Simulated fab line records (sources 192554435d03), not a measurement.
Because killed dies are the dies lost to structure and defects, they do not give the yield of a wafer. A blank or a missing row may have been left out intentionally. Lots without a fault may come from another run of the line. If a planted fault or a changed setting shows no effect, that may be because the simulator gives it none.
Matching of chambers :: flow n5-finfet :: N5_BEOL_M11_ETCH_66 on rie-diel-03: 4 sister chambers
The step etches SOC in N2/H2, target depth 120 nm, overetch 24 nm, time 180 s. 8 wafers are shown with their chamber, then 7 later ones without.

== EACH WAFER AND ITS CHAMBER ==
wafer: L083.1
chamber: 2
showerhead-plenum-p-Torr (Torr): 2.43
throttle-valve-pct (%): 17.98

wafer: L083.2
chamber: 1
showerhead-plenum-p-Torr (Torr): 2.59
throttle-valve-pct (%): 17.49

wafer: L083.3
chamber: 3
showerhead-plenum-p-Torr (Torr): 2.44
throttle-valve-pct (%): 17.86

wafer: L090.1
chamber: 0
showerhead-plenum-p-Torr (Torr): 2.41
throttle-valve-pct (%): 17.90

wafer: L090.3
chamber: 3
showerhead-plenum-p-Torr (Torr): 2.44
throttle-valve-pct (%): 17.87

wafer: L090.4
chamber: 2
showerhead-plenum-p-Torr (Torr): 2.42
throttle-valve-pct (%): 17.99

wafer: L093.1
chamber: 1
showerhead-plenum-p-Torr (Torr): 2.58
throttle-valve-pct (%): 17.53

wafer: L093.3
chamber: 0
showerhead-plenum-p-Torr (Torr): 2.41
throttle-valve-pct (%): 17.90

== WAFERS WHOSE CHAMBER IS MISSING ==
wafer: L093.4
showerhead-plenum-p-Torr (Torr): 2.42
throttle-valve-pct (%): 18.01

wafer: L094.1
showerhead-plenum-p-Torr (Torr): 2.43
throttle-valve-pct (%): 17.90

wafer: L094.5
showerhead-plenum-p-Torr (Torr): 2.58
throttle-valve-pct (%): 17.52

wafer: L094.6
showerhead-plenum-p-Torr (Torr): 2.40
throttle-valve-pct (%): 17.92

wafer: L097.1
showerhead-plenum-p-Torr (Torr): 2.43
throttle-valve-pct (%): 17.91

wafer: L097.3
showerhead-plenum-p-Torr (Torr): 2.41
throttle-valve-pct (%): 18.03

wafer: L097.5
showerhead-plenum-p-Torr (Torr): 2.41
throttle-valve-pct (%): 18.02

== WHICH CHAMBER EACH WENT THROUGH ==
wafer: L093.4
from the rows above: 2
in truth: 2

wafer: L094.1
from the rows above: can't be placed: 3 or 0
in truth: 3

wafer: L094.5
from the rows above: 1
in truth: 1

wafer: L094.6
from the rows above: 0
in truth: 0

wafer: L097.1
from the rows above: can't be placed: 3 or 0 or 2
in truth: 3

wafer: L097.3
from the rows above: 2
in truth: 2

wafer: L097.5
from the rows above: 2
in truth: 2
Correct placement for 5 of the 7. From these rows, 2 cannot be placed; in 2 the true chamber is one of the candidates. Placed wrongly: 0.
How it was worked out, from the rows above alone: a wafer's distance from a chamber is the root of the sum, over the readings, of the square of ((its reading less the chamber's mean) divided by the reading's scatter). The wafer belongs to the nearest chamber; if the next one is less than 2 further off, it can't be placed. The mean given for a chamber averages the wafers shown for that chamber. The scatter: take each reading less its chamber's mean, square it, sum over the shown wafers, divide by the number of wafers less the number of chambers, and take the root.
